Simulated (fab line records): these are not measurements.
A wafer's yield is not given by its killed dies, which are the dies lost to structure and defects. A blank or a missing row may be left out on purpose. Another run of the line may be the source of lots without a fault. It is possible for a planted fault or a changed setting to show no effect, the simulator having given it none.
fab line records	flow n5Finfet
record lots=24	wafers=72	lastDay=18
route steps=1938 shown GATE_CUT@502 MOL_CONTACT_COAG@528
lots with no fault: from the same line, run without faults
startH: hours from the record's opening day to when the first of the lot's shown wafers began	waitH: time in hours since the lot's previous step	" unchanged from the row above	L1.1+2: a single row standing in for several wafers	- no value, or no start was given	* or withheld: withheld	< > ~ a bound
route shown NAME@n: names a module that has steps shown in the file, with the first one's number in the route	usual: the fault-free wafers' mean and standard deviation	same: alike in all rows	chamber/n: place in a boat	sites: readings site by site	_std_site: the values' standard deviation	_edge_site: inner sites' mean taken away from outer sites' mean	radiusMm: how far each site lies from the wafer's centre	mask NAME#n: copy n	behind: the tool/chamber that last shaped the wafer	hold: why the lot went on hold/how many hours it stayed there/how the hold came to an end	device: which transistor (n, p or np) failed to switch	end of line: the same wafers' tests at the end of the route	a step with no rows: only its recipe	killed: dies lost to structure and defects at the first sort, not the wafer's yield	map: the dies of a wafer, with x for killed, . for not killed, _ for no die there
set.NAME: the setting that was run; set.NAME@STEP: the one run at that earlier step	model.NAME: the simulator's own value behind a step, which no gauge read
a sample of lots followed through the steps of the route, with each step as a table and each wafer as a row
services: the hour from which a tool's chamber was out of use, counted from the record's first day as startH (under 0 if before that day), plus the number of hours and why
## steps
# step N5_GATE_CUT_CUT_ETCH_55
# recipe chemistry=BCl3	target=HfO2	maskMaterial=SiO2	targetDepthA=32	ionEnergyEv=30	pressureMtorr=5	icpW=450	biasW=18	bcl3FlowSccm=80
# usual drypumpMotorCurrentA=5.9/0.49	oesProductAu=0.77/0.12	throttleValvePct=33.3/0.45
lot.wafer	tool	chamber	startH	waitH	drypumpMotorCurrentA	oesProductAu	rfHoursCounterH	throttleValvePct
L076.1	rieMetal-02	1	100.21	0.0	5.0	0.74	62	33.3
L076.3	"	1	"	"	4.9	0.74	-	33.2
L076.6	"	1	"	"	5.0	0.75	-	33.2
L075.2	rieMetal-01	0	103.75	0.0	6.1	0.59	140	33.4
L075.4	"	0	"	"	6.0	0.59	-	33.4
L075.6	"	1	"	"	5.8	0.87	-	33.4
L077.1	rieMetal-01	1	110.76	0.0	5.8	0.87	17	33.4
L077.3	"	1	"	"	5.9	0.86	-	33.4
L077.6	"	0	"	"	6.0	0.59	-	33.4
L078.3	rieMetal-02	0	114.12	0.0	5.6	0.66	-	33.1
L078.4	"	1	"	"	5.0	0.75	-	33.3
L078.5	"	0	"	"	5.6	0.66	-	33.1
L074.1	rieMetal-01	0	116.72	0.0	6.1	0.59	141	33.4
L074.5	"	1	"	"	5.8	0.87	-	33.4
L074.6	"	0	"	"	6.1	0.60	-	33.4
L079.3	rieMetal-01	1	117.66	0.0	5.8	0.87	-	33.4
L079.4	"	0	"	"	6.0	0.59	-	33.4
L079.6	"	0	"	"	6.0	0.59	-	33.4
L080.1	rieMetal-02	1	122.07	0.0	5.0	0.74	64	33.2
L080.3	"	0	"	"	5.6	0.65	-	33.1
L080.6	"	1	"	"	4.9	0.74	-	33.3
L081.2	rieMetal-01	1	125.05	0.0	5.8	0.86	19	33.4
L081.3	"	1	"	"	5.8	0.86	-	33.4
L081.5	"	0	"	"	6.1	0.59	-	33.4
L082.1	rieMetal-03	0	133.28	0.0	6.4	0.71	79	33.7
L082.2	"	1	"	"	6.4	0.94	6	32.4
L082.4	"	0	"	"	6.5	0.71	-	33.7
L083.1	rieMetal-02	0	139.16	0.0	5.6	0.66	109	33.1
L083.2	"	1	"	"	5.0	0.75	66	33.3
L083.4	"	1	"	"	4.9	0.74	-	33.3
L084.1	rieMetal-03	1	141.46	0.0	6.3	0.93	7	32.4
L084.2	"	0	"	"	6.5	0.70	80	33.7
L084.6	"	1	"	"	6.4	0.92	-	32.4
L085.2	rieMetal-03	1	152.74	0.0	6.4	0.91	7	32.4
L085.3	"	1	"	"	6.4	0.90	-	32.4
L085.6	"	1	"	"	6.4	0.91	-	32.4
L086.1	rieMetal-01	1	165.67	0.1	5.9	0.84	23	33.4
L086.3	"	1	"	"	5.8	0.85	-	33.4
L086.6	"	1	"	"	5.9	0.85	-	33.4
L087.1	rieMetal-01	1	169.36	0.0	5.9	0.85	24	33.4
L087.3	"	1	"	"	5.8	0.84	-	33.4
L087.6	"	0	"	"	6.0	0.98	-	33.9
L088.2	rieMetal-03	1	172.11	0.0	6.4	0.91	9	32.4
L088.3	"	0	"	"	6.5	0.71	-	33.7
L088.5	"	1	"	"	6.5	0.90	-	32.4
L090.1	rieMetal-03	0	177.57	0.0	6.4	0.71	83	33.7
L090.4	"	0	"	"	6.4	0.70	-	33.7
L090.5	"	1	"	"	6.4	0.89	-	32.4
L089.2	rieMetal-03	1	179.59	0.0	6.3	0.89	10	32.4
L089.3	"	1	"	"	6.4	0.90	-	32.4
L089.4	"	0	"	"	6.4	0.71	-	33.7
L091.3	rieMetal-01	0	188.73	0.1	6.0	0.92	-	33.9
L091.5	"	0	"	"	6.0	0.93	-	33.9
L091.6	"	0	"	"	6.1	0.92	-	33.9
L092.3	rieMetal-01	0	193.23	0.1	6.1	0.93	-	33.9
L092.4	"	0	"	"	6.0	0.93	-	33.9
L092.6	"	0	"	"	6.0	0.92	-	33.9
L093.1	rieMetal-02	1	197.24	0.0	5.0	0.73	70	33.3
L093.2	"	0	"	"	5.6	0.64	113	33.1
L093.4	"	0	"	"	5.6	0.64	-	33.1
L094.1	rieMetal-02	1	205.30	0.0	5.0	0.73	72	33.3
L094.2	"	0	"	"	5.6	0.64	114	33.1
L094.5	"	1	"	"	4.9	0.73	-	33.3
L095.2	rieMetal-03	1	212.67	0.0	6.4	0.88	13	32.4
L095.3	"	1	"	"	6.4	0.88	-	32.4
L095.4	"	0	"	"	6.5	0.70	-	33.7
L096.2	rieMetal-03	1	217.05	0.0	6.4	0.87	13	32.4
L096.3	"	1	"	"	6.4	0.87	-	32.4
L096.4	"	0	"	"	6.5	0.69	-	33.7
L097.2	rieMetal-02	1	225.63	0.0	5.0	0.73	74	33.3
L097.4	"	0	"	"	5.6	0.64	-	33.1
L097.5	"	1	"	"	5.0	0.72	-	33.3
# step N5_GATE_CUT_CMP_43
# recipe material=SiO2	postCmpClean=rinseOnly
# usual motorCurrentA=12.2/0.88
lot.wafer	tool	chamber	startH	waitH	motorCurrentA
L076.1	cmp-02	3	102.96	0.0	12.3
L076.3	"	2	"	"	12.0
L076.6	"	3	"	"	11.6
L075.2	cmp-03	0	106.05	0.1	11.6
L075.4	"	1	"	"	11.7
L075.6	"	3	"	"	10.7
L077.1	cmp-02	2	112.90	0.0	12.2
L077.3	"	0	"	"	13.3
L077.6	"	2	"	"	12.1
L078.3	cmp-03	1	116.47	0.0	12.3
L078.4	"	2	"	"	12.6
L078.5	"	1	"	"	12.1
L074.1	cmp-03	2	119.09	0.3	13.1
L074.6	"	3	"	"	11.0
L074.5	"	0	"	"	11.4
L079.4	cmp-03	2	120.68	0.2	12.8
L079.3	"	3	"	"	11.4
L079.6	"	1	"	"	12.1
L080.1	cmp-04	3	124.47	0.1	11.7
L080.3	"	0	"	"	13.7
L080.6	"	3	"	"	11.2
L081.2	cmp-04	0	127.20	0.0	13.8
L081.3	"	3	"	"	11.3
L081.5	"	1	"	"	12.3
L082.4	cmp-02	0	135.81	0.0	13.4
L082.1	"	1	"	"	11.1
L082.2	"	2	"	"	12.2
L083.4	cmp-04	0	141.29	0.0	13.5
L083.2	"	2	"	"	13.7
L083.1	"	3	"	"	11.1
L084.2	cmp-02	3	143.62	0.0	11.5
L084.1	"	0	"	"	13.1
L084.6	"	3	"	"	11.4
L085.3	cmp-04	3	154.96	0.1	11.5
L085.2	"	0	"	"	13.2
L085.6	"	2	"	"	13.3
L086.3	cmp-02	3	167.96	0.0	11.0
L086.1	"	1	"	"	10.9
L086.6	"	3	"	"	11.6
L087.3	cmp-02	0	171.66	0.2	13.5
L087.1	"	1	"	"	10.4
L087.6	"	3	"	"	11.4
L088.2	cmp-03	1	174.60	0.4	11.9
L088.3	"	0	"	"	10.3
L088.5	"	1	"	"	12.7
L090.4	cmp-04	2	180.01	0.0	13.6
L090.1	"	3	"	"	11.7
L090.5	"	3	"	"	11.6
L089.3	cmp-02	1	181.86	0.1	11.2
L089.2	"	2	"	"	12.2
L089.4	"	3	"	"	12.0
L091.3	cmp-04	0	193.51	0.2	13.6
L091.5	"	2	"	"	13.7
L091.6	"	3	"	"	11.1
L092.4	cmp-03	1	195.50	0.0	12.2
L092.3	"	3	"	"	11.0
L092.6	"	2	"	"	12.1
L093.2	cmp-04	1	199.38	0.0	12.1
L093.4	"	3	"	"	11.9
L093.1	"	0	"	"	13.1
L094.1	cmp-03	3	207.84	0.0	11.4
L094.2	"	2	"	"	11.7
L094.5	"	3	"	"	10.5
L095.3	cmp-02	1	214.90	0.1	11.5
L095.4	"	2	"	"	12.2
L095.2	"	3	"	"	11.7
L096.4	cmp-04	3	219.18	0.0	11.5
L096.2	"	0	"	"	13.3
L096.3	"	2	"	"	13.6
L097.2	cmp-02	3	227.76	0.0	11.7
L097.4	"	0	"	"	13.7
L097.5	"	0	"	"	12.3
# step N5_GATE_CUT_CMP_61
# recipe stopOn=SiNx	tOverpolishS=3	postCmpClean=alkalineBrush	downForcePsi=4	platenRpm=27.09	padVelocityMS=0.539
# usual headPressurePsi=3.999/0.0079	motorCurrentA=12.2/0.88
lot.wafer	tool	chamber	startH	waitH	headPressurePsi	motorCurrentA
L076.1	cmp-02	3	103.44	0.4	3.999	11.9
L076.3	"	2	"	"	4.009	12.0
L076.6	"	3	"	"	3.997	11.6
L075.2	cmp-03	0	106.48	0.3	3.990	11.7
L075.4	"	1	"	"	3.985	12.7
L075.6	"	3	"	"	4.000	11.4
L077.1	cmp-02	2	113.38	0.4	3.995	12.4
L077.3	"	0	"	"	3.994	13.0
L077.6	"	2	"	"	4.002	12.4
L078.3	cmp-03	1	116.95	0.4	4.000	12.5
L078.4	"	2	"	"	4.006	12.6
L078.5	"	1	"	"	3.991	11.8
L074.1	cmp-03	2	119.42	0.2	4.007	12.8
L074.6	"	3	"	"	4.002	11.2
L074.5	"	0	"	"	3.999	11.0
L079.4	cmp-03	2	121.06	0.3	4.002	12.4
L079.3	"	3	"	"	4.004	11.3
L079.6	"	1	"	"	3.994	12.8
L080.1	cmp-04	3	124.90	0.3	4.002	11.8
L080.3	"	0	"	"	3.997	13.7
L080.6	"	3	"	"	4.005	11.4
L081.2	cmp-04	0	127.68	0.4	3.997	13.1
L081.3	"	3	"	"	4.000	11.2
L081.5	"	1	"	"	3.982	12.8
L082.4	cmp-02	0	136.29	0.4	3.982	13.2
L082.1	"	1	"	"	3.994	11.2
L082.2	"	2	"	"	3.996	12.2
L083.4	cmp-04	0	141.77	0.4	3.992	13.9
L083.2	"	2	"	"	4.008	13.6
L083.1	"	3	"	"	3.993	11.5
L084.2	cmp-02	3	144.10	0.4	3.997	11.5
L084.1	"	0	"	"	4.004	13.7
L084.6	"	3	"	"	3.995	11.9
L085.3	cmp-04	3	155.39	0.3	4.005	11.7
L085.2	"	0	"	"	3.989	14.6
L085.6	"	2	"	"	3.994	13.8
L086.3	cmp-02	3	168.44	0.4	4.001	11.7
L086.1	"	1	"	"	3.995	11.2
L086.6	"	3	"	"	3.994	12.1
L087.3	cmp-02	0	172.04	0.3	3.997	13.5
L087.1	"	1	"	"	3.993	10.8
L087.6	"	3	"	"	3.991	11.3
L088.2	cmp-03	1	175.08	0.4	4.005	12.6
L088.3	"	0	"	"	4.014	11.1
L088.5	"	1	"	"	4.006	12.5
L090.4	cmp-04	2	180.49	0.4	4.002	13.7
L090.1	"	3	"	"	3.991	11.3
L090.5	"	3	"	"	4.013	12.0
L089.3	cmp-02	1	182.68	0.7	4.012	11.3
L089.2	"	2	"	"	4.008	12.2
L089.4	"	3	"	"	3.991	11.7
L091.3	cmp-04	0	193.89	0.3	3.996	12.9
L091.5	"	2	"	"	4.002	13.0
L091.6	"	3	"	"	4.003	11.0
L092.4	cmp-03	1	195.98	0.4	4.005	12.0
L092.3	"	3	"	"	4.001	11.3
L092.6	"	2	"	"	4.002	12.5
L093.2	cmp-04	1	199.86	0.4	3.995	13.1
L093.4	"	3	"	"	4.007	11.7
L093.1	"	0	"	"	3.997	13.8
L094.1	cmp-03	3	208.32	0.4	3.994	11.4
L094.2	"	2	"	"	3.994	12.3
L094.5	"	3	"	"	4.009	12.2
L095.3	cmp-02	1	215.38	0.4	3.996	11.2
L095.4	"	2	"	"	4.009	12.2
L095.2	"	3	"	"	3.993	11.7
L096.4	cmp-04	3	219.66	0.4	3.993	11.3
L096.2	"	0	"	"	3.997	13.8
L096.3	"	2	"	"	4.006	12.8
L097.2	cmp-02	3	228.24	0.4	4.001	11.6
L097.4	"	0	"	"	4.017	13.3
L097.5	"	0	"	"	4.010	13.3
# step N5_MOL_CONTACT_COAG_INSPECT_10
# recipe mode=adi	inspectInstrument=brightfield
# usual rawDefectCount=65/26
lot.wafer	tool	chamber	startH	waitH	rawDefectCount
L076.1	defectInspect-02	-	104.06	0.1	32
L076.3	"	-	"	"	33
L076.6	"	-	"	"	87
L075.2	defectInspect-01	-	107.07	0.0	70
L075.4	"	-	"	"	55
L075.6	"	-	"	"	56
L077.1	defectInspect-02	-	114.13	0.1	84
L077.3	"	-	"	"	67
L077.6	"	-	"	"	69
L078.3	defectInspect-01	-	117.69	0.0	98
L078.4	"	-	"	"	78
L078.5	"	-	"	"	51
L074.1	defectInspect-01	-	120.08	0.1	33
L074.5	"	-	"	"	18
L074.6	"	-	"	"	53
L079.3	defectInspect-02	-	121.62	0.0	48
L079.4	"	-	"	"	80
L079.6	"	-	"	"	57
L080.1	defectInspect-02	-	125.65	0.1	75
L080.3	"	-	"	"	52
L080.6	"	-	"	"	62
L081.2	defectInspect-01	-	128.44	0.0	55
L081.3	"	-	"	"	40
L081.5	"	-	"	"	71
L082.1	defectInspect-01	-	136.91	0.1	41
L082.2	"	-	"	"	40
L082.4	"	-	"	"	42
L083.1	defectInspect-01	-	142.39	0.1	83
L083.2	"	-	"	"	47
L083.4	"	-	"	"	106
L084.1	defectInspect-01	-	144.72	0.1	55
L084.2	"	-	"	"	58
L084.6	"	-	"	"	58
L085.2	defectInspect-01	-	156.10	0.0	61
L085.3	"	-	"	"	61
L085.6	"	-	"	"	64
L086.1	defectInspect-01	-	169.18	0.1	112
L086.3	"	-	"	"	62
L086.6	"	-	"	"	69
L087.1	defectInspect-02	-	172.60	0.1	52
L087.3	"	-	"	"	89
L087.6	"	-	"	"	81
L088.2	defectInspect-02	-	175.83	0.0	44
L088.3	"	-	"	"	84
L088.5	"	-	"	"	40
L090.1	defectInspect-01	-	181.24	0.1	66
L090.4	"	-	"	"	29
L090.5	"	-	"	"	115
L089.2	defectInspect-02	-	183.27	0.0	47
L089.3	"	-	"	"	50
L089.4	"	-	"	"	47
L091.3	defectInspect-02	-	194.45	0.0	57
L091.5	"	-	"	"	42
L091.6	"	-	"	"	69
L092.3	defectInspect-01	-	196.59	0.0	58
L092.4	"	-	"	"	62
L092.6	"	-	"	"	69
L093.1	defectInspect-01	-	200.60	0.1	74
L093.2	"	-	"	"	55
L093.4	"	-	"	"	62
L094.1	defectInspect-02	-	209.07	0.1	63
L094.2	"	-	"	"	82
L094.5	"	-	"	"	80
L095.2	defectInspect-01	-	216.00	0.0	64
L095.3	"	-	"	"	65
L095.4	"	-	"	"	57
L096.2	defectInspect-01	-	220.28	0.0	67
L096.3	"	-	"	"	60
L096.4	"	-	"	"	65
L097.2	defectInspect-01	-	228.99	0.0	82
L097.4	"	-	"	"	60
L097.5	"	-	"	"	47
# step N5_MOL_CONTACT_COAG_DESCUM_13
# recipe chemistry=O2	timeS=7	sourcePowerW=50	biasPowerW=20	pressureMtorr=20	rfFrequencyHz=2.712e+07	tempC=40	resist=CAR-EUV	o2FlowSccm=225
# usual drypumpMotorCurrentA=5.6/0.49	oesProductAu=0.77/0.059	rfVppV=243.6/1.3	showerheadPlenumPTorr=2.13/0.064	throttleValvePct=20.58/0.24
# same timeS=7
lot.wafer	tool	chamber	startH	waitH	drypumpMotorCurrentA	oesProductAu	rfHoursCounterH	rfVppV	showerheadPlenumPTorr	throttleValvePct
L076.1	rieDiel-03	0	105.34	1.3	5.7	0.78	112	244.9	2.19	20.40
L076.3	"	2	"	"	5.3	0.79	87	242.0	2.13	20.85
L076.6	"	2	"	"	5.3	0.79	-	244.1	2.13	20.86
L075.2	rieDiel-03	2	107.24	0.2	5.3	0.79	88	243.5	2.13	20.85
L075.4	"	3	"	"	6.3	0.71	-	242.2	2.00	20.78
L075.6	"	0	"	"	5.6	0.76	-	245.9	2.19	20.39
L077.1	rieDiel-01	3	114.16	0.0	5.4	0.74	164	244.3	2.16	20.29
L077.3	"	2	"	"	4.9	0.74	156	244.5	2.20	20.76
L077.6	"	3	"	"	5.4	0.73	-	244.8	2.16	20.29
L078.3	rieDiel-03	0	117.72	0.0	5.7	0.76	119	245.4	2.19	20.40
L078.4	"	2	"	"	5.3	0.78	-	244.9	2.13	20.87
L078.5	"	3	"	"	6.3	0.71	-	241.4	2.00	20.79
L074.1	rieDiel-03	0	120.11	0.0	5.7	0.76	120	244.3	2.19	20.40
L074.5	"	3	"	"	6.3	0.70	-	242.5	2.00	20.80
L074.6	"	2	"	"	5.3	0.77	-	244.5	2.13	20.87
L079.3	rieDiel-01	3	121.66	0.0	5.4	0.74	168	244.5	2.16	20.29
L079.4	"	2	"	"	5.0	0.74	159	244.2	2.20	20.75
L079.6	"	3	"	"	5.3	0.74	-	243.7	2.16	20.28
L080.1	rieDiel-03	2	125.99	0.3	5.3	0.78	96	244.6	2.13	20.86
L080.3	"	3	"	"	6.3	0.70	215	240.5	2.00	20.76
L080.6	"	3	"	"	6.3	0.70	-	241.2	2.00	20.77
L081.2	rieDiel-05	2	128.47	0.0	5.6	0.92	31	245.8	2.22	20.34
L081.3	"	0	"	"	6.2	0.87	67	240.7	2.05	20.76
L081.5	"	1	"	"	5.7	0.87	-	242.1	2.04	20.42
L082.1	rieDiel-01	1	137.15	0.2	5.2	0.89	34	243.8	2.15	20.47
L082.2	"	3	"	"	5.3	0.73	174	244.1	2.16	20.31
L082.4	"	2	"	"	4.9	0.73	165	243.9	2.20	20.77
L083.1	rieDiel-03	2	142.47	0.1	5.3	0.77	104	244.4	2.12	20.88
L083.2	"	0	"	"	5.7	0.76	130	245.4	2.18	20.43
L083.4	"	0	"	"	5.7	0.76	-	243.3	2.18	20.41
L084.1	rieDiel-01	3	144.83	0.1	5.3	0.72	176	243.9	2.16	20.30
L084.2	"	2	"	"	5.0	0.73	168	244.4	2.19	20.75
L084.6	"	1	"	"	5.2	0.89	-	242.8	2.15	20.48
L085.2	rieDiel-01	2	156.13	0.0	4.9	0.73	170	245.3	2.19	20.78
L085.3	"	0	"	"	6.3	0.82	91	243.2	2.10	20.16
L085.6	"	0	"	"	6.4	0.83	-	243.5	2.10	20.16
L086.1	rieDiel-03	3	169.21	0.0	6.3	0.69	233	240.7	2.00	20.80
L086.3	"	1	"	"	5.2	0.80	110	242.7	2.12	20.50
L086.6	"	2	"	"	5.3	0.76	-	242.9	2.12	20.88
L087.1	rieDiel-03	2	172.66	0.1	5.3	0.77	117	243.1	2.12	20.87
L087.3	"	1	"	"	5.3	0.81	111	243.8	2.12	20.52
L087.6	"	3	"	"	6.3	0.68	-	241.7	2.00	20.82
L088.2	rieDiel-03	1	175.99	0.2	5.2	0.81	112	244.5	2.12	20.50
L088.3	"	2	"	"	5.3	0.77	118	243.0	2.12	20.89
L088.5	"	1	"	"	5.2	0.81	-	244.0	2.12	20.51
L090.1	rieDiel-03	3	181.41	0.2	6.3	0.68	237	241.8	1.99	20.83
L090.4	"	1	"	"	5.2	0.80	114	243.1	2.12	20.50
L090.5	"	1	"	"	5.2	0.81	-	244.0	2.12	20.53
L089.2	rieDiel-01	2	183.42	0.2	4.9	0.72	181	244.8	2.19	20.79
L089.3	"	1	"	"	5.2	0.87	51	245.4	2.14	20.49
L089.4	"	0	"	"	6.3	0.81	100	244.6	2.10	20.18
L091.3	rieDiel-03	1	194.48	0.0	5.2	0.80	120	244.1	2.12	20.53
L091.5	"	3	"	"	6.3	0.68	-	241.7	1.99	20.81
L091.6	"	0	"	"	5.7	0.74	-	243.5	2.17	20.45
L092.3	rieDiel-05	2	196.67	0.1	5.6	0.88	55	245.4	2.21	20.37
L092.4	"	0	"	"	6.2	0.83	82	244.4	2.05	20.79
L092.6	"	2	"	"	5.6	0.87	-	244.9	2.21	20.39
L093.1	rieDiel-01	2	200.81	0.2	4.9	0.72	187	245.5	2.19	20.81
L093.2	"	3	"	"	5.3	0.71	196	243.3	2.15	20.33
L093.4	"	1	"	"	5.2	0.85	58	244.4	2.14	20.51
L094.1	rieDiel-03	0	209.10	0.0	5.6	0.74	154	244.6	2.17	20.45
L094.2	"	2	"	"	5.3	0.75	130	243.4	2.11	20.93
L094.5	"	2	"	"	5.3	0.75	-	241.7	2.11	20.89
L095.2	rieDiel-01	2	216.03	0.0	5.0	0.71	193	243.7	2.19	20.80
L095.3	"	1	"	"	5.2	0.84	63	242.9	2.14	20.53
L095.4	"	0	"	"	6.4	0.80	112	243.1	2.10	20.20
L096.2	rieDiel-01	2	220.55	0.3	5.0	0.70	195	244.9	2.18	20.81
L096.3	"	1	"	"	5.2	0.85	64	242.7	2.14	20.52
L096.4	"	3	"	"	5.3	0.71	203	242.7	2.15	20.35
L097.2	rieDiel-03	2	229.14	0.2	5.3	0.74	139	244.0	2.11	20.91
L097.4	"	0	"	"	5.7	0.74	-	243.3	2.17	20.48
L097.5	"	1	"	"	5.2	0.78	-	242.2	2.11	20.55
# step N5_MOL_CONTACT_COAG_ETCH_106
# recipe chemistry=N2/H2	target=SOC	targetDepthA=800	overetchA=160	maskMaterial=SiARC	tempC=40	timeS=120	ionEnergyEv=200	pressureMtorr=30	sourceW=840	biasW=150	n2FlowSccm=200	h2FlowSccm=200
# usual drypumpMotorCurrentA=5.6/0.49	oesProductAu=0.69/0.047	rfVppV=524.7/2.5	showerheadPlenumPTorr=2.58/0.082	throttleValvePct=17.94/0.12
# same timeS=120
lot.wafer	tool	chamber	startH	waitH	drypumpMotorCurrentA	oesProductAu	rfHoursCounterH	rfVppV	showerheadPlenumPTorr	throttleValvePct
L076.1	rieDiel-03	0	105.42	0.0	5.7	0.70	112	526.9	2.68	17.88
L076.3	"	2	"	"	5.3	0.72	87	525.4	2.56	17.98
L076.6	"	2	"	"	5.3	0.72	-	524.9	2.56	17.98
L075.2	rieDiel-03	2	107.32	0.0	5.3	0.72	88	525.0	2.56	17.98
L075.4	"	3	"	"	6.3	0.63	-	520.8	2.43	18.13
L075.6	"	0	"	"	5.7	0.70	-	527.3	2.68	17.89
L077.1	rieDiel-01	3	114.24	0.0	5.4	0.65	164	527.4	2.64	17.80
L077.3	"	2	"	"	4.9	0.67	156	527.1	2.62	17.91
L077.6	"	3	"	"	5.4	0.65	-	525.7	2.64	17.80
L078.3	rieDiel-03	0	117.81	0.0	5.7	0.69	119	527.5	2.67	17.92
L078.4	"	2	"	"	5.3	0.71	-	525.1	2.56	17.99
L078.5	"	3	"	"	6.3	0.63	-	520.9	2.42	18.12
L074.1	rieDiel-03	0	120.19	0.0	5.7	0.70	120	526.8	2.67	17.92
L074.5	"	3	"	"	6.3	0.63	-	520.1	2.42	18.12
L074.6	"	2	"	"	5.3	0.71	-	523.9	2.56	18.00
L079.3	rieDiel-01	3	121.74	0.0	5.3	0.65	168	527.9	2.64	17.80
L079.4	"	2	"	"	5.0	0.67	159	527.0	2.62	17.90
L079.6	"	3	"	"	5.3	0.65	-	525.4	2.64	17.82
L080.1	rieDiel-03	2	126.07	0.0	5.3	0.72	96	523.9	2.56	17.98
L080.3	"	3	"	"	6.3	0.63	215	520.3	2.42	18.13
L080.6	"	3	"	"	6.3	0.63	-	520.0	2.42	18.14
L081.2	rieDiel-05	2	128.55	0.0	5.6	0.78	31	528.9	2.72	17.86
L081.3	"	0	"	"	6.2	0.75	67	519.2	2.46	17.90
L081.5	"	1	"	"	5.7	0.77	-	521.0	2.49	17.95
L082.1	rieDiel-01	1	137.23	0.0	5.3	0.79	34	525.9	2.59	17.71
L082.2	"	3	"	"	5.4	0.65	174	527.5	2.64	17.82
L082.4	"	2	"	"	4.9	0.67	165	527.0	2.62	17.91
L083.1	rieDiel-03	2	142.56	0.0	5.3	0.70	104	525.2	2.55	18.01
L083.2	"	0	"	"	5.7	0.68	130	526.5	2.67	17.93
L083.4	"	0	"	"	5.7	0.68	-	526.0	2.67	17.93
L084.1	rieDiel-01	3	144.92	0.0	5.4	0.65	176	526.1	2.64	17.82
L084.2	"	2	"	"	5.0	0.66	168	526.4	2.62	17.91
L084.6	"	1	"	"	5.3	0.77	-	525.7	2.59	17.72
L085.2	rieDiel-01	2	156.22	0.0	4.9	0.66	170	526.2	2.62	17.94
L085.3	"	0	"	"	6.4	0.73	91	524.0	2.59	17.77
L085.6	"	0	"	"	6.4	0.73	-	523.7	2.59	17.77
L086.1	rieDiel-03	3	169.30	0.0	6.3	0.62	233	520.1	2.42	18.16
L086.3	"	1	"	"	5.3	0.71	110	525.6	2.57	17.94
L086.6	"	2	"	"	5.3	0.69	-	523.2	2.55	18.03
L087.1	rieDiel-03	2	172.74	0.0	5.3	0.69	117	524.6	2.55	18.03
L087.3	"	1	"	"	5.3	0.73	111	523.6	2.57	17.93
L087.6	"	3	"	"	6.4	0.61	-	519.8	2.42	18.17
L088.2	rieDiel-03	1	176.07	0.0	5.2	0.72	112	524.0	2.57	17.94
L088.3	"	2	"	"	5.3	0.69	118	524.2	2.55	18.03
L088.5	"	1	"	"	5.2	0.72	-	524.7	2.57	17.93
L090.1	rieDiel-03	3	181.49	0.0	6.3	0.62	237	520.3	2.41	18.17
L090.4	"	1	"	"	5.2	0.71	114	526.1	2.57	17.94
L090.5	"	1	"	"	5.2	0.72	-	523.5	2.57	17.94
L089.2	rieDiel-01	2	183.51	0.0	4.9	0.66	181	527.3	2.61	17.95
L089.3	"	1	"	"	5.3	0.76	51	526.8	2.59	17.74
L089.4	"	0	"	"	6.4	0.72	100	522.8	2.58	17.77
L091.3	rieDiel-03	1	194.56	0.0	5.2	0.72	120	524.2	2.57	17.94
L091.5	"	3	"	"	6.4	0.61	-	519.4	2.41	18.17
L091.6	"	0	"	"	5.7	0.68	-	527.6	2.66	17.94
L092.3	rieDiel-05	2	196.75	0.0	5.6	0.75	56	529.3	2.71	17.90
L092.4	"	0	"	"	6.2	0.73	82	521.1	2.46	17.94
L092.6	"	2	"	"	5.6	0.75	-	527.9	2.71	17.92
L093.1	rieDiel-01	2	200.89	0.0	5.0	0.64	187	527.0	2.61	17.96
L093.2	"	3	"	"	5.3	0.63	196	525.9	2.63	17.85
L093.4	"	1	"	"	5.2	0.75	58	525.9	2.58	17.75
L094.1	rieDiel-03	0	209.19	0.0	5.7	0.67	154	528.7	2.66	17.96
L094.2	"	2	"	"	5.3	0.68	130	524.7	2.54	18.07
L094.5	"	2	"	"	5.3	0.68	-	524.4	2.54	18.05
L095.2	rieDiel-01	2	216.11	0.0	4.9	0.64	193	525.4	2.61	17.97
L095.3	"	1	"	"	5.2	0.75	63	526.4	2.58	17.77
L095.4	"	0	"	"	6.4	0.71	112	523.3	2.58	17.81
L096.2	rieDiel-01	2	220.64	0.0	5.0	0.65	195	526.9	2.61	17.98
L096.3	"	1	"	"	5.2	0.74	64	523.3	2.58	17.76
L096.4	"	3	"	"	5.3	0.63	203	526.6	2.63	17.86
L097.2	rieDiel-03	2	229.22	0.0	5.3	0.68	139	524.9	2.54	18.06
L097.4	"	0	"	"	5.7	0.66	-	526.4	2.66	18.00
L097.5	"	1	"	"	5.3	0.70	-	523.8	2.56	17.98
## services
tool	chamber	startH	hours	kind
rieDiel-01	1	77.18	4.7	repair
cmp-04	-	82.16	0.4	repair
rieDiel-01	3	100.79	8.7	repair
cmp-04	-	104.34	7.8	pm
cmp-02	-	119.48	4.0	pm
cmp-02	-	123.48	-	consumableReplace:conditioner
cmp-02	-	123.48	-	consumableReplace:pad
rieDiel-01	-	135.57	0.8	repair
rieDiel-05	1	148.75	2.2	repair
rieDiel-05	0	152.80	25.5	repair
rieMetal-01	0	153.39	-	clean
rieDiel-05	1	160.48	5.4	repair
rieDiel-01	0	168.70	6.0	repair
rieMetal-01	1	173.00	50.6	repair
cmp-02	-	211.56	3.1	pm
cmp-04	-	212.74	4.0	pm
cmp-04	-	216.74	-	consumableReplace:conditioner
cmp-04	-	216.74	-	consumableReplace:pad
rieDiel-03	3	216.77	-	clean
rieDiel-03	3	216.77	-	consumableReplace:focusRing
rieDiel-03	3	216.77	-	consumableReplace:showerhead
rieDiel-03	3	216.77	18.6	scheduledDown
rieDiel-03	3	216.77	18.6	ventCycle
rieDiel-01	0	228.17	6.0	repair
## key
fault none
